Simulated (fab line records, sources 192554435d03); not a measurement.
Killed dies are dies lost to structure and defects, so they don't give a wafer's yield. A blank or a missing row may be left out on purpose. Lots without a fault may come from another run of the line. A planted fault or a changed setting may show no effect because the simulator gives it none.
Which tool did it? | flow n5_finfet | 24 lots, 72 wafers sampled, at 3 steps of a route of 1938

WHAT THE GAUGES READ, wafer by wafer
N5_FIN_SAQP_CD_MEAS_16: target cd 35.6 nm. Usual: cd_nm 35.5 nm, standard deviation 0.33.
lot  | measured    | on        | cd_nm (nm)     | flag
L074 | day 1 21:08 | cd_sem-02 | 35.6 35.9 35.7 |
L075 | day 2 03:06 | cd_sem-03 | 35.0 35.3 35.7 |
L076 | day 2 11:23 | cd_sem-02 | 35.6 35.5 35.8 |
L077 | day 2 15:43 | cd_sem-02 | 35.8 35.5 35.5 |
L078 | day 2 21:12 | cd_sem-03 | 35.7 35.4 35.4 |
L079 | day 3 04:11 | cd_sem-01 | 36.0 36.0 35.6 |
L080 | day 3 10:05 | cd_sem-02 | 35.7 35.9 35.9 |
L081 | day 3 15:40 | cd_sem-03 | 35.8 36.1 35.9 |
L082 | day 3 21:47 | cd_sem-02 | 35.6 35.3 35.8 |
L083 | day 4 03:37 | cd_sem-02 | 35.8 35.5 35.9 |
L084 | day 4 09:40 | cd_sem-02 | 36.0 35.8 36.0 |
L085 | day 4 15:33 | cd_sem-01 | 35.4 35.8 35.4 |
L086 | day 4 21:20 | cd_sem-02 | 35.8 35.6 35.7 |
L087 | day 5 04:32 | cd_sem-02 | 35.4 34.8 35.2 |
L088 | day 5 09:59 | cd_sem-02 | 34.9 35.9 35.4 |
L089 | day 5 16:57 | cd_sem-01 | 35.9 35.5 34.7 |
L090 | day 5 21:49 | cd_sem-01 | 35.5 35.5 35.9 |
L091 | day 6 03:28 | cd_sem-03 | 35.5 35.2 35.4 |
L092 | day 6 09:52 | cd_sem-01 | 35.7 35.9 35.3 |
L093 | day 6 15:15 | cd_sem-02 | 34.8 35.6 35.4 |
L094 | day 6 21:45 | cd_sem-01 | 35.0 35.6 35.6 |
L095 | day 7 03:43 | cd_sem-02 | 35.8 35.8 35.5 |
L096 | day 7 09:39 | cd_sem-01 | 35.3 35.4 35.8 |
L097 | day 7 15:33 | cd_sem-03 | 35.9 35.5 35.7 |

N5_FIN_SAQP_OVL_MEAS_17. Usual: FIN_CORE_OVL 0.1 nm, standard deviation 0.86.
lot  | measured    | on         | FIN_CORE_OVL (nm) | flag
L074 | day 1 21:10 | overlay-01 | 0.7 0.0 0.2       |
L075 | day 2 03:08 | overlay-01 | 0.6 1.0 -1.3      |
L076 | day 2 11:26 | overlay-02 | 0.8 0.3 0.3       |
L077 | day 2 15:46 | overlay-01 | 1.2 0.1 0.8       |
L078 | day 2 21:14 | overlay-02 | -0.1 -0.2 0.4     |
L079 | day 3 04:13 | overlay-01 | 0.6 0.3 1.6       |
L080 | day 3 10:08 | overlay-01 | -0.8 -1.6 -0.3    |
L081 | day 3 15:42 | overlay-02 | -0.7 0.5 -0.3     |
L082 | day 3 21:50 | overlay-01 | 0.4 0.2 1.1       |
L083 | day 4 03:39 | overlay-02 | 0.7 -0.1 1.6      |
L084 | day 4 09:43 | overlay-01 | 0.0 -1.1 -0.5     |
L085 | day 4 15:35 | overlay-01 | -0.4 0.2 1.5      |
L086 | day 4 21:23 | overlay-02 | 0.2 1.0 0.9       |
L087 | day 5 04:34 | overlay-01 | 0.3 1.5 -0.6      |
L088 | day 5 10:02 | overlay-01 | -0.4 -0.3 1.1     |
L089 | day 5 16:59 | overlay-01 | 0.2 1.3 0.5       |
L090 | day 5 21:52 | overlay-01 | 1.1 0.2 -0.7      |
L091 | day 6 03:31 | overlay-01 | -1.2 -0.9 -1.4    |
L092 | day 6 09:53 | overlay-01 | 0.2 -0.3 -0.2     |
L093 | day 6 15:17 | overlay-01 | -0.5 0.5 0.2      |
L094 | day 6 21:47 | overlay-01 | -0.6 -1.9 -0.7    |
L095 | day 7 03:44 | overlay-01 | 0.4 -0.4 0.9      |
L096 | day 7 09:41 | overlay-02 | -0.5 -0.3 -0.3    |
L097 | day 7 15:35 | overlay-01 | -1.1 0.3 -0.8     |

WHICH TOOL RAN EACH LOT (tool, then ch and the chambers of the sampled wafers, then the start)
lot  | N5_FIN_SAQP_HM_DEP_03
L074 | pecvd-04 ch 0,1,2, day 1 20:29
L075 | pecvd-02 ch 0,1,2, day 2 02:19
L076 | pecvd-04 ch 0,1, day 2 10:31
L077 | pecvd-04 ch 0,1, day 2 15:02
L078 | pecvd-02 ch 1,2, day 2 20:23
L079 | pecvd-01 ch 0,1, day 3 03:23
L080 | pecvd-04 ch 0,2, day 3 09:18
L081 | pecvd-01 ch 1,2, day 3 14:53
L082 | pecvd-04 ch 0,2, day 3 21:01
L083 | pecvd-02 ch 0,1, day 4 02:50
L084 | pecvd-02 ch 0,1,2, day 4 08:54
L085 | pecvd-01 ch 0,1,2, day 4 14:46
L086 | pecvd-04 ch 0,2, day 4 20:34
L087 | pecvd-02 ch 0,1,2, day 5 03:52
L088 | pecvd-04 ch 0,1,2, day 5 09:20
L089 | pecvd-04 ch 0,1, day 5 16:10
L090 | pecvd-04 ch 0,1,2, day 5 21:02
L091 | pecvd-04 ch 0,1,2, day 6 02:41
L092 | pecvd-01 ch 0,1, day 6 09:12
L093 | pecvd-04 ch 0,2, day 6 14:28
L094 | pecvd-01 ch 0,1,2, day 6 21:06
L095 | pecvd-01 ch 0,1,2, day 7 03:03
L096 | pecvd-02 ch 0,1,2, day 7 09:00
L097 | pecvd-04 ch 0,1,2, day 7 14:47
- N5_FIN_SAQP_HM_DEP_03: deposits SiNx from SiH4/NH3/N2, target thk 38 nm, time 33.6 s.

WHAT THE TOOLS THEMSELVES READ (means of the sampled wafers that have a number; where no wafer has one, the mark that the record gives instead)
N5_FIN_SAQP_HM_DEP_03. Usual: heater_power_w 757 W, standard deviation 90; showerhead_plenum_p_Torr 5.16 Torr, standard deviation 0.092; throttle_valve_pct 40.4 %, standard deviation 2.2.
lot  | tool     | heater_power_w (W) | showerhead_plenum_p_Torr (Torr) | throttle_valve_pct (%) | flag
L074 | pecvd-04 | 735                | 5.18                            | 42.9                   |
L075 | pecvd-02 | 730                | 5.14                            | 38.7                   |
L076 | pecvd-04 | 670                | 5.11                            | 43.0                   |
L077 | pecvd-04 | 743                | 5.11                            | 42.9                   |
L078 | pecvd-02 | 734                | 5.13                            | 38.3                   |
L079 | pecvd-01 | 755                | 5.11                            | 40.2                   |
L080 | pecvd-04 | 709                | 5.26                            | 39.8                   |
L081 | pecvd-01 | 766                | 5.16                            | 38.7                   |
L082 | pecvd-04 | 714                | 5.26                            | 39.7                   |
L083 | pecvd-02 | 772                | 5.14                            | 39.3                   |
L084 | pecvd-02 | 778                | 5.14                            | 38.8                   |
L085 | pecvd-01 | 824                | 5.13                            | 39.2                   |
L086 | pecvd-04 | 724                | 5.26                            | 39.8                   |
L087 | pecvd-02 | 769                | 5.13                            | 38.8                   |
L088 | pecvd-04 | 701                | 5.18                            | 41.6                   |
L089 | pecvd-04 | 786                | 5.21                            | 41.9                   |
L090 | pecvd-04 | 758                | 5.19                            | 41.6                   |
L091 | pecvd-04 | 760                | 5.18                            | 41.3                   |
L092 | pecvd-01 | 768                | 5.12                            | 40.3                   |
L093 | pecvd-04 | 793                | 5.26                            | 40.0                   |
L094 | pecvd-01 | 857                | 5.14                            | 39.6                   |
L095 | pecvd-01 | 787                | 5.15                            | 39.4                   |
L096 | pecvd-02 | 751                | 5.15                            | 38.9                   |
L097 | pecvd-04 | 726                | 5.19                            | 41.7                   |

THE ANSWER, worked out from the rows above alone
Rule: a lot is off if the mean of its wafers that have a number lies more than 3 standard deviations from the usual mean. A lot without any number at a reading at which 4 lots or more have one is off too. The other lots that the step has rows for count as sound. The gauges are gone through in route order, then the tools' own readings, and for those a lot's mean is taken as printed above. The first step at which some lot is off is used, and at that step the reading that is off furthest; a lot without a number counts as furthest.
No lot is off at any reading shown: from this, nothing can be told.

WHAT THE SIMULATOR HAD PUT IN
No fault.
